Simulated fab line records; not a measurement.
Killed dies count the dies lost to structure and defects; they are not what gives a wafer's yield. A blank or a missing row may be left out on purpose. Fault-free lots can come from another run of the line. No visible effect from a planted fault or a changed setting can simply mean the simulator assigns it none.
Matching of chambers    flow n5_finfet    4 sister chambers for N5_BEOL_M0_SAQP_ETCH_49 on rie_diel-04
The step etches SiO2 in CF4/O2, target depth 37 nm. 8 wafers are shown with their chamber, then 12 later ones without.

## EACH WAFER AND ITS CHAMBER
wafer   chamber  drypump_motor_current_A (A)  showerhead_plenum_p_Torr (Torr)
L088.3  3        6.4                          2.19
L090.1  2        6.5                          2.19
L093.1  2        6.5                          2.18
L093.3  1        6.2                          2.20
L093.6  0        5.4                          2.32
L095.1  3        6.5                          2.19
L095.2  1        6.2                          2.20
L095.3  0        5.4                          2.32

## WAFERS WHOSE CHAMBER IS MISSING
wafer   drypump_motor_current_A (A)  showerhead_plenum_p_Torr (Torr)
L095.4  6.5                          2.18
L095.5  5.4                          2.32
L095.6  6.5                          2.19
L097.2  6.5                          2.18
L097.5  6.5                          2.18
L097.6  6.2                          2.20
L096.1  6.5                          2.18
L096.2  5.5                          2.31
L096.3  6.2                          2.20
L096.4  6.4                          2.19
L096.5  6.6                          2.18
L096.6  6.2                          2.20

## EACH ONE'S CHAMBER
wafer   from the rows above      in truth
L095.4  can't be placed: 2 or 3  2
L095.5  0                        0
L095.6  can't be placed: 2 or 3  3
L097.2  can't be placed: 2 or 3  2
L097.5  can't be placed: 2 or 3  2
L097.6  1                        1
L096.1  can't be placed: 2 or 3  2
L096.2  0                        0
L096.3  1                        1
L096.4  can't be placed: 3 or 2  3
L096.5  can't be placed: 2 or 3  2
L096.6  1                        1
5 of 12 placed correctly. These rows do not allow placing 7 (true chamber among the candidates in 7). Number placed wrongly: 0.
How it was worked out, from the rows above alone: a wafer's distance from a chamber is the root of the sum, over the readings, of the square of ((its reading less the chamber's mean) divided by the reading's scatter). The wafer belongs to the nearest chamber; if the next one is less than 2 further off, it can't be placed. A chamber's mean is the mean of its shown wafers. The scatter: the root of (the sum of the squares of (reading less its chamber's mean) over the shown wafers, divided by (wafers less chambers)).
